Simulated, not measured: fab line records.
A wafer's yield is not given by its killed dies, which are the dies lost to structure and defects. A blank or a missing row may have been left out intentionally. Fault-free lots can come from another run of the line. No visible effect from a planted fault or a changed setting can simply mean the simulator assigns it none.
fab line records | flow nand_harc
[record] lots = 6 wafers = 18 last_day = 33
route steps=1302 shown P_GATE@155 END@1302
lots that met no fault: taken from a fault-free run of the same line
start_h: start of the lot's first displayed wafer, in hours after the record's first day | wait_h: how many hours have passed since the lot's step before this one | " repeats the value in the row above | L1.1+2: a row that stands for several wafers | - value missing, or start not given | * or withheld: withheld | < > ~ a bound
route shown NAME@n: names a module that has steps shown in the file, with the first one's number in the route | usual: average and standard deviation across the fault-free wafers | same: alike in all rows | chamber/n: place in a boat | sites: the reading at each site | _std_site: their standard deviation | _edge_site: outer sites' mean less inner sites' | radius_mm: for every site, how far away it sits from the centre of the wafer | mask NAME#n: copy n | behind: the tool/chamber that last shaped the wafer | hold: what put the lot on hold/how long, in hours/how the hold closed | device: the transistor (n, p or np) that didn't switch | end of line: the route-end tests of the same wafers | a step given without rows: its recipe and nothing more | killed: not the wafer's yield, but the dies lost to structure and defects at the first sort | map: a wafer's dies, x killed, . not, _ none there
set.NAME: the run value of the setting; set.NAME@STEP: its run value at that earlier step | model.NAME: the simulator's own value behind a step, which no gauge read
a table for each step, a row for each wafer; lots at some steps of the route
services: the hour from which a tool's chamber was out of use, counted from the record's first day as start_h (under 0 if before that day), plus the number of hours and why
[[steps]]
[step NHARC_P_GATE_ALD_36]
[recipe] target_thk_a = 200 pulse_time_s = 60 ald_cycles = 223 temp_c = 400 material = SiNx
[step NHARC_P_GATE_ETCHBACK_37]
[recipe] target_depth_a = 345 time_s = 17.2 chf3_flow_sccm = 50 o2_flow_sccm = 10 ar_flow_sccm = 200 rf_w = 500 bias_w = 200 chemistry = CHF3/O2
[usual] drypump_motor_current_A = 5.5/0.41 oes_product_au = 0.94/0.032 rf_vpp_V = 370.3/2.1 showerhead_plenum_p_Torr = 2.39/0.091 throttle_valve_pct = 20.572/0.0094
// columns lot.wafer tool chamber start_h wait_h drypump_motor_current_A oes_product_au rf_hours_counter_h rf_vpp_V showerhead_plenum_p_Torr throttle_valve_pct
L827.2 rie_diel-08 3 - - 6.1 0.92 8.6 371.9 2.44 20.573
L827.3 " 0 " " 5.9 0.92 7.5 368.2 2.28 20.571
L827.5 " 0 " " 5.9 0.92 - 368.1 2.28 20.566
L826.2 rie_diel-08 0 - - 5.9 0.93 7.5 369.5 2.28 20.594
L826.1 " 3 " " 6.1 0.93 8.6 371.7 2.44 20.591
L826.6 " 0 " " 5.9 0.93 - 367.8 2.28 20.574
L836.1 rie_diel-02 0 - - 5.3 1.02 2.1 373.0 2.51 20.577
L836.5 " 0 " " 5.2 1.00 - 374.8 2.51 20.579
L836.6 " 1 " " 5.7 0.99 - 370.3 2.44 20.568
L838.3 rie_diel-02 1 - - 5.7 0.92 2.3 372.1 2.44 20.582
L838.4 " 0 " " 5.3 0.93 2.8 372.3 2.51 20.577
L838.6 " 1 " " 5.7 0.91 - 371.1 2.44 20.561
L839.3 rie_diel-02 1 - - 5.7 0.90 2.4 372.3 2.44 20.578
L839.1 " 3 " " 5.3 0.92 1.9 374.1 2.50 20.585
L839.6 " 1 " " 5.7 0.90 - 371.6 2.44 20.583
L842.4 rie_diel-02 2 - - 4.9 0.92 4.2 373.5 2.50 20.570
L842.3 " 0 " " 5.3 0.93 6.3 372.9 2.51 20.571
L842.6 " 2 " " 4.9 0.92 - 372.9 2.50 20.556
[step NHARC_P_GATE_STRIP_101]
[recipe] time_s = 20 o2_flow_sccm = 500 ar_flow_sccm = 0 bias_w = 0 chemistry = O2
[step NHARC_P_GATE_PRECLEAN_97]
[recipe] time_s = 600 temp_c = 120 chemistry = SPM
[step NHARC_P_GATE_SRD_98]
[step NHARC_P_GATE_PRECLEAN_99]
[recipe] time_s = * temp_c = 50 bath_age_min = 0 chemistry = SC1
[step NHARC_P_GATE_SRD_100]
[step NHARC_P_GATE_DEHYDRATE_38]
[recipe] temp_c = 150 time_s = 120
[step NHARC_P_GATE_HMDS_39]
[recipe] time_s = 30
[step NHARC_P_GATE_COAT_40]
[recipe] spin_rpm = 3000
[step NHARC_P_GATE_SOFTBAKE_41]
[recipe] temp_c = 122 time_s = 95
[step NHARC_P_GATE_EBR_42]
[step NHARC_P_GATE_EXPOSE_43]
[recipe] na = 0.6 target_cd_nm = 720 dose_mj = 14.81 mask_id = P_NSD
[usual] exposure_dose_mJ_cm2 = 14.813/0.014 focus_offset_nm = -0.1/0.51
// columns lot.wafer tool chamber start_h wait_h mask exposure_dose_mJ_cm2 focus_offset_nm
L827.2 krf_scanner-02 - 177.50 - P_NSD#0 - -
L827.3 " - " " P_NSD#0 - -
L827.5 " - " " P_NSD#0 - -
L826.1 krf_scanner-02 - 178.95 - P_NSD#0 - -
L826.2 " - " " P_NSD#0 - -
L826.6 " - " " P_NSD#0 - -
L836.1 krf_scanner-03 0 270.80 - P_NSD#0 14.853 0.1
L836.5 " 0 " " P_NSD#0 14.836 0.2
L836.6 " 0 " " P_NSD#0 14.848 -0.5
L838.3 krf_scanner-03 0 286.39 - P_NSD#0 14.827 0.1
L838.4 " 0 " " P_NSD#0 14.812 -0.2
L838.6 " 0 " " P_NSD#0 14.808 -0.4
L839.1 krf_scanner-03 0 297.74 - P_NSD#0 14.790 -0.6
L839.3 " 0 " " P_NSD#0 14.817 -0.8
L839.6 " 0 " " P_NSD#0 14.806 -0.8
L842.3 krf_scanner-02 0 329.23 - P_NSD#0 14.800 -0.3
L842.4 " 0 " " P_NSD#0 14.829 -0.3
L842.6 " 0 " " P_NSD#0 14.816 -0.3
[step NHARC_P_GATE_PEB_44]
[recipe] peb_temp_c = 118 peb_time_s = 85
[step NHARC_P_GATE_DEVELOP_45]
[recipe] time_s = 70
[step NHARC_P_GATE_CD_MEAS_46]
[recipe] target_cd_nm = 720 landing_energy_ev = 500
[usual] cd_nm = 721.7/1.7
// columns lot.wafer tool chamber start_h wait_h cd_nm
L827.2 cd_sem-02 0 177.65 - -
L827.3 " 0 " " -
L827.5 " 0 " " -
L826.1 cd_sem-02 0 179.10 - -
L826.2 " 0 " " -
L826.6 " 0 " " -
L836.1 cd_sem-03 0 270.97 - 721.0
L836.5 " 0 " " 722.6
L836.6 " 0 " " 723.9
L838.3 cd_sem-01 0 286.54 - 720.0
L838.4 " 0 " " 722.7
L838.6 " 0 " " 721.8
L839.1 cd_sem-02 0 297.90 - 722.7
L839.3 " 0 " " 722.4
L839.6 " 0 " " 722.8
L842.3 cd_sem-03 0 329.38 - 724.3
L842.4 " 0 " " 721.5
L842.6 " 0 " " 718.6
[step NHARC_P_GATE_HARDBAKE_47]
[recipe] temp_c = 125 time_s = 80
[step NHARC_P_GATE_DESCUM_48]
[recipe] time_s = 3 o2_flow_sccm = 200 ar_flow_sccm = 0 bias_power_w = 0 chemistry = O2
[usual] drypump_motor_current_A = 5.4/0.39 oes_product_au = 0.996/0.011 rf_vpp_V = 57.7/0.9 showerhead_plenum_p_Torr = 1.93/0.078 throttle_valve_pct = 11.312/0.0093
// columns lot.wafer tool chamber start_h wait_h drypump_motor_current_A oes_product_au rf_hours_counter_h rf_vpp_V showerhead_plenum_p_Torr throttle_valve_pct model.P_GATE.cd_nm
L827.3 rie_diel-02 1 177.82 - 5.7 0.992 7.6 57.7 1.94 11.320 119.8
L827.2 " 2 " " 4.9 0.988 7.8 56.7 2.00 11.312 117.6
L827.5 " 0 " " 5.3 0.979 - 57.1 2.00 11.323 121.5
L826.2 rie_diel-12 3 179.26 - 6.0 0.993 5.2 58.2 1.98 11.325 120.1
L826.1 " 0 " " 5.7 0.994 4.5 58.0 1.85 11.326 114.3
L826.6 " 3 " " 6.0 0.991 - 58.9 1.97 11.304 110.1
L836.1 rie_diel-08 3 271.12 - 6.1 0.988 3.7 56.2 1.94 11.312 721.6
L836.6 " 3 " " 6.1 0.994 - 59.3 1.94 11.308 724.6
L836.5 " 0 " " 5.9 0.995 - 56.7 1.81 11.322 722
L838.4 rie_diel-08 1 286.70 - 4.9 0.986 6.5 57.9 1.83 11.309 722.2
L838.3 " 2 " " 5.4 0.997 6.0 57.4 1.78 11.323 720.3
L838.6 " 2 " " 5.4 0.994 - 57.0 1.78 11.322 721.8
L839.1 rie_diel-02 1 298.06 - 5.7 0.985 2.5 57.7 1.94 11.305 723.4
L839.3 " 3 " " 5.3 1.007 1.9 57.4 1.99 11.329 722.3
L839.6 " 1 " " 5.7 0.981 - 57.0 1.94 11.315 723.9
L842.3 rie_diel-08 3 329.53 - 6.1 0.988 7.2 58.4 1.94 11.305 724.5
L842.4 " 0 " " 5.9 1.001 8.3 56.7 1.81 11.317 721.7
L842.6 " 3 " " 6.1 0.990 - 58.7 1.94 11.316 718.2
[step NHARC_P_GATE_IMPLANT_49]
[recipe] energy_kev = 30 dose_cm2 = 3e+15 tilt_deg = 7
[step NHARC_P_GATE_STRIP_111]
[recipe] power_w = 1500 temp_c = 110 time_s = 250 chemistry = N2/H2
[step NHARC_P_GATE_STRIP_75]
[recipe] power_w = 1500 temp_c = 250 chemistry = O2
[usual] drypump_motor_current_A = 5.54/0.19 heater_power_w = 339/41 rf_refl_power_W = 16/6.3
// columns lot.wafer tool chamber start_h wait_h drypump_motor_current_A heater_power_w rf_hours_counter_h rf_refl_power_W
L827.2 plasma_asher-02 0 178.47 0.2 5.43 355 21 13
L827.3 " 1 " " 5.29 369 - 10
L827.5 " 0 " " 5.41 359 - 11
L826.2 plasma_asher-02 1 179.94 0.3 5.29 381 22 10
L826.1 " 0 " " 5.41 362 22 11
L826.6 " 1 " " 5.30 375 - 10
L836.1 plasma_asher-02 1 271.79 0.2 5.27 394 4 10
L836.5 " 1 " " 5.30 398 - 10
L836.6 " 0 " " 5.40 365 - 11
L838.3 plasma_asher-01 0 287.40 0.2 5.67 330 - 19
L838.4 " 1 " " 5.79 273 - 26
L838.6 " 1 " " 5.78 273 - 26
L839.1 plasma_asher-02 1 298.73 0.3 5.29 398 10 10
L839.3 " 1 " " 5.27 405 - 10
L839.6 " 1 " " 5.26 403 - 10
L842.4 plasma_asher-01 0 330.23 0.2 5.68 332 - 18
L842.3 " 1 " " 5.77 277 - 26
L842.6 " 0 " " 5.67 326 - 19
[step NHARC_P_GATE_STRIP_50]
[recipe] time_s = 900 temp_c = 130 chemistry = SPM
[step NHARC_P_GATE_DEHYDRATE_51]
[recipe] temp_c = 150 time_s = 120
[step NHARC_P_GATE_HMDS_52]
[recipe] time_s = 30
[step NHARC_P_GATE_COAT_53]
[recipe] spin_rpm = 3000
[step NHARC_P_GATE_SOFTBAKE_54]
[recipe] temp_c = 122 time_s = 95
[step NHARC_P_GATE_EBR_55]
[step NHARC_P_GATE_EXPOSE_56]
[recipe] na = 0.6 target_cd_nm = 720 dose_mj = 14.81 mask_id = P_PSD
[step NHARC_P_GATE_PEB_57]
[recipe] peb_temp_c = 118 peb_time_s = 85
[step NHARC_P_GATE_DEVELOP_58]
[recipe] time_s = 70
[step NHARC_P_GATE_CD_MEAS_59]
[recipe] target_cd_nm = 720 landing_energy_ev = 500
[usual] cd_nm = 721.8/2.6
// columns lot.wafer tool chamber start_h wait_h cd_nm
L827.2 cd_sem-03 0 179.43 - 721.6
L827.3 " 0 " " 718.4
L827.5 " 0 " " 719.8
L826.1 cd_sem-01 0 180.86 - 717.3
L826.2 " 0 " " 719.9
L826.6 " 0 " " 724.2
L836.1 cd_sem-02 0 272.71 - 720.9
L836.5 " 0 " " 720.3
L836.6 " 0 " " 720.6
L838.3 cd_sem-01 0 288.31 - 718.5
L838.4 " 0 " " 720.6
L838.6 " 0 " " 722.7
L839.1 cd_sem-01 0 299.66 - 721.2
L839.3 " 0 " " 723.0
L839.6 " 0 " " 718.9
L842.3 cd_sem-03 0 331.13 - 723.1
L842.4 " 0 " " 720.1
L842.6 " 0 " " 719.9
[step NHARC_P_GATE_HARDBAKE_60]
[recipe] temp_c = 125 time_s = 80
[step NHARC_P_GATE_DESCUM_61]
[recipe] time_s = 3 o2_flow_sccm = 200 ar_flow_sccm = 0 bias_power_w = 0 chemistry = O2
[usual] drypump_motor_current_A = 5.5/0.4 oes_product_au = 0.998/0.011 rf_vpp_V = 57.6/0.94 showerhead_plenum_p_Torr = 1.89/0.079 throttle_valve_pct = 11.311/0.0093
// columns lot.wafer tool chamber start_h wait_h drypump_motor_current_A oes_product_au rf_hours_counter_h rf_vpp_V showerhead_plenum_p_Torr throttle_valve_pct
L827.3 rie_diel-08 3 179.60 - 6.0 1.006 8.6 56.9 1.94 11.311
L827.2 " 2 " " 5.4 0.991 9.2 54.7 1.79 11.320
L827.5 " 0 " " 5.9 0.999 - 57.7 1.81 11.316
L826.1 rie_diel-12 0 181.04 - 5.7 0.999 4.5 57.6 1.85 11.318
L826.2 " 1 " " 5.2 0.995 3.8 57.5 1.82 11.311
L826.6 " 0 " " 5.7 0.997 - 59.4 1.85 11.325
L836.1 rie_diel-02 2 272.90 - 4.9 0.984 1.8 57.9 2.00 11.310
L836.5 " 0 " " 5.3 1.004 - 57.6 2.00 11.319
L836.6 " 1 " " 5.7 0.990 - 57.9 1.94 11.312
L838.4 rie_diel-02 0 288.47 - 5.3 0.993 2.9 57.6 2.00 11.311
L838.3 " 1 " " 5.7 0.982 2.3 58.0 1.94 11.304
L838.6 " 0 " " 5.3 0.993 - 58.2 2.00 11.305
L839.3 rie_diel-02 3 299.83 - 5.3 0.996 1.9 59.0 1.99 11.322
L839.1 " 0 " " 5.2 1.000 3.1 59.1 2.00 11.319
L839.6 " 2 " " 4.8 0.992 - 58.2 2.00 11.306
L842.3 rie_diel-08 0 331.29 - 5.9 0.992 8.3 56.1 1.81 11.312
L842.4 " 1 " " 4.9 0.991 9.0 57.8 1.82 11.311
L842.6 " 0 " " 5.9 0.997 - 57.3 1.81 11.293
[step NHARC_P_GATE_IMPLANT_62]
[recipe] energy_kev = 20 dose_cm2 = 3e+15 tilt_deg = 7
[step NHARC_P_GATE_STRIP_112]
[recipe] power_w = 1500 temp_c = 110 time_s = 200 chemistry = N2/H2
[usual] drypump_motor_current_A = 5.50/0.19 heater_power_w = 92/10 rf_refl_power_W = 15/6.2
// columns lot.wafer tool chamber start_h wait_h drypump_motor_current_A heater_power_w rf_hours_counter_h rf_refl_power_W
L827.2 plasma_asher-02 0 180.01 0.2 5.40 94 22 11
L827.3 " 1 " " 5.28 100 - 10
L827.5 " 0 " " 5.42 94 - 11
L826.2 plasma_asher-02 0 181.42 0.2 5.43 94 23 11
L826.1 " 1 " " 5.23 102 23 10
L826.6 " 1 " " 5.29 99 - 10
L836.1 plasma_asher-01 0 273.25 0.2 5.71 88 20 19
L836.6 " 0 " " 5.66 90 - 19
L836.5 " 1 " " 5.73 75 - 26
L838.3 plasma_asher-02 0 288.93 0.2 5.44 97 - 12
L838.4 " 1 " " 5.31 104 - 10
L838.6 " 1 " " 5.27 105 - 10
L839.1 plasma_asher-02 1 300.23 0.2 5.29 107 10 10
L839.3 " 1 " " 5.28 106 - 10
L839.6 " 0 " " 5.40 96 - 13
L842.4 plasma_asher-01 0 331.74 0.2 5.67 89 - 19
L842.3 " 1 " " 5.78 73 - 25
L842.6 " 0 " " 5.67 88 - 19
[step NHARC_P_GATE_STRIP_76]
[recipe] power_w = 1500 temp_c = 250 chemistry = O2
[usual] drypump_motor_current_A = 5.50/0.2 heater_power_w = 343/39 rf_refl_power_W = 15/6.2
// columns lot.wafer tool chamber start_h wait_h drypump_motor_current_A heater_power_w rf_hours_counter_h rf_refl_power_W
L827.2 plasma_asher-02 0 180.27 0.2 5.37 356 22 10
L827.3 " 1 " " 5.28 385 - 10
L827.5 " 0 " " 5.40 353 - 12
L826.2 plasma_asher-02 0 181.68 0.2 5.41 354 23 11
L826.1 " 1 " " 5.29 371 23 10
L826.6 " 1 " " 5.29 379 - 10
L836.1 plasma_asher-01 0 273.51 0.2 5.67 331 21 18
L836.6 " 0 " " 5.69 330 - 19
L836.5 " 1 " " 5.78 275 - 25
L838.3 plasma_asher-02 0 289.12 0.2 5.42 372 - 11
L838.4 " 1 " " 5.28 394 - 10
L838.6 " 1 " " 5.28 396 - 10
L839.1 plasma_asher-02 1 300.46 0.2 5.31 403 10 10
L839.3 " 1 " " 5.30 410 - 10
L839.6 " 0 " " 5.42 360 - 10
L842.4 plasma_asher-01 0 331.94 0.2 5.68 332 - 20
L842.3 " 1 " " 5.76 276 - 26
L842.6 " 0 " " 5.68 330 - 19
[step NHARC_P_GATE_STRIP_63]
[recipe] time_s = 900 temp_c = 130 chemistry = SPM
[step NHARC_P_GATE_DEHYDRATE_83]
[recipe] temp_c = 150 time_s = 120
[step NHARC_P_GATE_HMDS_84]
[recipe] time_s = 30
[step NHARC_P_GATE_COAT_85]
[recipe] spin_rpm = 3000
[step NHARC_P_GATE_SOFTBAKE_86]
[recipe] temp_c = 122 time_s = 95
[step NHARC_P_GATE_EBR_87]
[step NHARC_P_GATE_INSPECT_68]
[usual] raw_defect_count = 197/71
// columns lot.wafer tool chamber start_h wait_h raw_defect_count
L827.2 defect_inspect-02 - 184.29 0.1 1122
L827.3 " - " " 1185
L827.5 " - " " 1215
L826.1 defect_inspect-02 - 185.70 0.2 1293
L826.2 " - " " 1267
L826.6 " - " " 1279
L836.1 defect_inspect-01 - 277.51 0.2 127
L836.5 " - " " 197
L836.6 " - " " 175
L838.3 defect_inspect-02 - 292.99 0.1 138
L838.4 " - " " 137
L838.6 " - " " 101
L839.1 defect_inspect-02 - 304.43 0.2 147
L839.3 " - " " 165
L839.6 " - " " 161
L842.3 defect_inspect-01 - 336.27 0.1 135
L842.4 " - " " 171
L842.6 " - " " 174
[step NHARC_END_SORT_01]
[recipe] temp_c = 25
[usual] killed_at_array = 54/21 killed_at_other = 0.9/1.1 killed_at_periphery = 3.5/2.5 killed_dies = 58/21 killed_open = 3.3/1.9 killed_short = 2.6/1.8
[same] gross_dies = 677
// columns lot.wafer tool chamber start_h wait_h killed_at_array killed_at_other killed_at_periphery killed_dies killed_open killed_short
L827.2 prober-02 0 632.10 2.8 48 0 629 677 3 5
L827.3 prober-02 0 632.89 3.1 39 2 636 677 3 2
L827.5 prober-02 0 634.48 3.7 34 0 643 677 1 2
L826.1 prober-02 0 639.07 2.5 100 0 577 677 3 2
L826.2 prober-02 0 639.88 2.8 92 1 584 677 2 2
L826.6 prober-02 0 643.11 4.0 95 0 582 677 2 1
L836.1 prober-01 0 721.04 2.5 56 2 4 62 2 1
L836.5 prober-01 0 724.22 3.7 70 2 0 72 1 2
L836.6 prober-01 0 725.02 4.0 46 2 7 55 5 3
L838.3 prober-02 0 733.76 3.1 69 5 5 79 6 4
L838.4 prober-02 0 734.56 3.4 49 1 3 53 2 8
// killed by level:class
L827.2 P_GATE:area_expose=627 A_SLIT:chamber_film_flake=28 A_CHANNEL_HOLE_D2:chamber_film_flake=5 A_SOURCE_PLATE:geometric_particle:short=3 A_ONON_D2:geometric_particle:open=2 P_M1:chamber_film_flake=2 A_STAIRCASE:chamber_film_flake=2 A_M1:chamber_film_flake=2
L827.3 P_GATE:area_expose=633 A_SLIT:chamber_film_flake=21 A_CHANNEL_HOLE_D2:chamber_film_flake=9 A_CHANNEL_HOLE_D1:chamber_film_flake=2 P_ZERO_WELL:chamber_film_flake=2 THIN_TSV:chamber_film_flake=2 A_CHANNEL_FILL_D1:geometric_particle:open=1 A_CHANNEL_FILL_D1:geometric_particle:short=1
L827.5 P_GATE:area_expose=641 A_SLIT:chamber_film_flake=15 A_CHANNEL_HOLE_D2:chamber_film_flake=8 A_CHANNEL_HOLE_D1:chamber_film_flake=2 A_STAIRCASE:chamber_film_flake=2 A_CONTACT:chamber_film_flake=2 A_M1:chamber_film_flake=2 P_CONTACT:geometric_particle:short=1
L826.1 P_GATE:area_expose=575 A_CHANNEL_HOLE_D1:chamber_film_flake=36 A_CHANNEL_HOLE_D2:chamber_film_flake=34 A_SLIT:chamber_film_flake=19 A_CONTACT:chamber_film_flake=4 P_M2:chamber_film_flake=2 A_STAIRCASE:chamber_film_flake=2 A_ONON_D2:geometric_particle:open=1
L826.2 P_GATE:area_expose=577 A_CHANNEL_HOLE_D1:chamber_film_flake=31 A_CHANNEL_HOLE_D2:chamber_film_flake=31 A_SLIT:chamber_film_flake=20 P_M2:chamber_film_flake=5 A_STAIRCASE:chamber_film_flake=3 A_CONTACT:chamber_film_flake=3 P_GATE:geometric_particle:open=1
L826.6 P_GATE:area_expose=574 A_CHANNEL_HOLE_D2:chamber_film_flake=37 A_CHANNEL_HOLE_D1:chamber_film_flake=27 A_SLIT:chamber_film_flake=17 P_M2:chamber_film_flake=5 A_DECK1_JOINT:chamber_film_flake=3 A_STAIRCASE:chamber_film_flake=2 A_CONTACT:chamber_film_flake=2
L836.1 A_SLIT:chamber_film_flake=28 A_CHANNEL_HOLE_D2:chamber_film_flake=14 A_STAIRCASE:chamber_film_flake=4 A_CHANNEL_HOLE_D1:chamber_film_flake=3 A_DECK1_JOINT:chamber_film_flake=2 A_CONTACT:chamber_film_flake=2 THIN_TSV:chamber_film_flake=2 P_GATE:geometric_particle:open=1
L836.5 A_SLIT:chamber_film_flake=30 A_CHANNEL_HOLE_D2:chamber_film_flake=22 A_CHANNEL_FILL_D2:chamber_film_flake=6 A_CHANNEL_HOLE_D1:chamber_film_flake=3 A_STAIRCASE:chamber_film_flake=2 A_CONTACT:chamber_film_flake=2 THIN_TSV:chamber_film_flake=2 A_DECK1_JOINT:geometric_particle:short=1
L836.6 A_CHANNEL_HOLE_D2:chamber_film_flake=16 A_SLIT:chamber_film_flake=14 A_STAIRCASE:chamber_film_flake=5 P_CONTACT:chamber_film_flake=3 A_CHANNEL_HOLE_D1:chamber_film_flake=3 P_ZERO_WELL:chamber_film_flake=2 THIN_TSV:chamber_film_flake=2 P_M0:geometric_particle:open=1
L838.3 A_SLIT:chamber_film_flake=34 A_CHANNEL_HOLE_D1:chamber_film_flake=9 A_CONTACT:chamber_film_flake=9 P_BONDPAD:chamber_film_flake=5 A_STAIRCASE:chamber_film_flake=4 A_DECK1_JOINT:chamber_film_flake=3 THIN_TSV:chamber_film_flake=3 A_ONON_D2:geometric_particle:short=2
L838.4 A_SLIT:chamber_film_flake=17 A_CONTACT:chamber_film_flake=11 A_CHANNEL_HOLE_D1:chamber_film_flake=8 A_WL_FILL:geometric_particle:short=3 A_CHANNEL_FILL_D2:geometric_particle:short=2 P_BONDPAD:chamber_film_flake=2 A_SGD_CUT:chamber_film_flake=2 P_M2:geometric_particle:short=1
// map L826.1 (x killed, . not)
____________x____________
_________xxxxxxx_________
_______xxxxxxxxxxx_______
______xxxxxxxxxxxxx______
_____xxxxxxxxxxxxxxx_____
____xxxxxxxxxxxxxxxxx____
____xxxxxxxxxxxxxxxxx____
___xxxxxxxxxxxxxxxxxxx___
___xxxxxxxxxxxxxxxxxxx___
__xxxxxxxxxxxxxxxxxxxxx__
__xxxxxxxxxxxxxxxxxxxxx__
_xxxxxxxxxxxxxxxxxxxxxxx_
_xxxxxxxxxxxxxxxxxxxxxxx_
_xxxxxxxxxxxxxxxxxxxxxxx_
_xxxxxxxxxxxxxxxxxxxxxxx_
_xxxxxxxxxxxxxxxxxxxxxxx_
xxxxxxxxxxxxxxxxxxxxxxxxx
xxxxxxxxxxxxxxxxxxxxxxxxx
xxxxxxxxxxxxxxxxxxxxxxxxx
xxxxxxxxxxxxxxxxxxxxxxxxx
xxxxxxxxxxxxxxxxxxxxxxxxx
_xxxxxxxxxxxxxxxxxxxxxxx_
_xxxxxxxxxxxxxxxxxxxxxxx_
_xxxxxxxxxxxxxxxxxxxxxxx_
_xxxxxxxxxxxxxxxxxxxxxxx_
_xxxxxxxxxxxxxxxxxxxxxxx_
__xxxxxxxxxxxxxxxxxxxxx__
__xxxxxxxxxxxxxxxxxxxxx__
___xxxxxxxxxxxxxxxxxxx___
___xxxxxxxxxxxxxxxxxxx___
____xxxxxxxxxxxxxxxxx____
____xxxxxxxxxxxxxxxxx____
_____xxxxxxxxxxxxxxx_____
______xxxxxxxxxxxxx______
_______xxxxxxxxxxx_______
_________xxxxxxx_________
____________x____________
// map L827.2 (x killed, . not)
____________x____________
_________xxxxxxx_________
_______xxxxxxxxxxx_______
______xxxxxxxxxxxxx______
_____xxxxxxxxxxxxxxx_____
____xxxxxxxxxxxxxxxxx____
____xxxxxxxxxxxxxxxxx____
___xxxxxxxxxxxxxxxxxxx___
___xxxxxxxxxxxxxxxxxxx___
__xxxxxxxxxxxxxxxxxxxxx__
__xxxxxxxxxxxxxxxxxxxxx__
_xxxxxxxxxxxxxxxxxxxxxxx_
_xxxxxxxxxxxxxxxxxxxxxxx_
_xxxxxxxxxxxxxxxxxxxxxxx_
_xxxxxxxxxxxxxxxxxxxxxxx_
_xxxxxxxxxxxxxxxxxxxxxxx_
xxxxxxxxxxxxxxxxxxxxxxxxx
xxxxxxxxxxxxxxxxxxxxxxxxx
xxxxxxxxxxxxxxxxxxxxxxxxx
xxxxxxxxxxxxxxxxxxxxxxxxx
xxxxxxxxxxxxxxxxxxxxxxxxx
_xxxxxxxxxxxxxxxxxxxxxxx_
_xxxxxxxxxxxxxxxxxxxxxxx_
_xxxxxxxxxxxxxxxxxxxxxxx_
_xxxxxxxxxxxxxxxxxxxxxxx_
_xxxxxxxxxxxxxxxxxxxxxxx_
__xxxxxxxxxxxxxxxxxxxxx__
__xxxxxxxxxxxxxxxxxxxxx__
___xxxxxxxxxxxxxxxxxxx___
___xxxxxxxxxxxxxxxxxxx___
____xxxxxxxxxxxxxxxxx____
____xxxxxxxxxxxxxxxxx____
_____xxxxxxxxxxxxxxx_____
______xxxxxxxxxxxxx______
_______xxxxxxxxxxx_______
_________xxxxxxx_________
____________x____________
[[services]]
// columns tool chamber start_h hours kind
rie_diel-08 - 154.11 0.5 repair
krf_scanner-02 - 155.07 6.7 repair
rie_diel-02 0 171.20 - clean
rie_diel-02 1 171.20 - clean
rie_diel-02 2 171.20 - clean
rie_diel-02 3 171.20 - clean
plasma_asher-01 - 172.60 9.0 pm
rie_diel-12 3 180.08 8.4 repair
rie_diel-08 - 181.35 0.4 repair
rie_diel-08 - 190.80 9.0 pm
rie_diel-12 1 209.15 14.6 repair
krf_scanner-03 - 211.98 0.9 repair
krf_scanner-02 - 212.69 13.4 repair
rie_diel-02 - 216.70 9.0 pm
rie_diel-02 3 226.03 13.4 repair
krf_scanner-03 - 227.91 4.0 pm
plasma_asher-02 - 249.00 9.0 pm
plasma_asher-02 0 249.00 9.0 vent_cycle
plasma_asher-02 1 249.00 9.0 vent_cycle
plasma_asher-02 0 258.00 - clean
plasma_asher-02 1 258.00 - clean
krf_scanner-02 - 266.00 4.0 pm
rie_diel-12 - 268.40 9.0 pm
rie_diel-02 3 331.62 13.3 repair
[[key]]
[first_sign] step = NHARC_P_GATE_EXPOSE_43 reading = tool_record direction = missing
[effect] step = NHARC_P_GATE_CD_MEAS_46 reading = cd_nm direction = missing
[effect] step = NHARC_P_GATE_INSPECT_68 reading = raw_defect_count direction = up sigmas = 15 usual = 197 struck = 1227
[effect] step = NHARC_END_SORT_01 reading = killed_at_periphery direction = up sigmas = 99+ usual = 3.5 struck = 608.5
[model_effect] step = NHARC_P_GATE_DESCUM_48 value = P_GATE.cd_nm without = 722.1 struck = 117.2
[more_kills_born_at] NHARC_P_GATE_EXPOSE_43@krf_scanner-02 = 3627
met_at NHARC_P_GATE_EXPOSE_43
struck_wafers L826.1,L826.2,L826.6,L827.2,L827.3,L827.5
later_rows_left_out L826.1,L826.2,L826.6,L827.2,L827.3,L827.5
tester_left_out L826,L827
[fault] kind = skipped_step_whole tool = krf_scanner-02 chamber = - onset_h = 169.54 steps = NHARC_P_GATE_EXPOSE_43 scope = struck_lots_only
// tester_left_out: of these lots the tester's yield and bins aren't shown, on N5 and GAA mostly nor the transistor test; their killed dies are dies lost to structure and defects alone, not to doping, threshold or leakage, so they don't give the yield
// later_rows_left_out: the simulator's readings of these wafers behind a module that went badly wrong aren't trusted and aren't shown, but for the sort
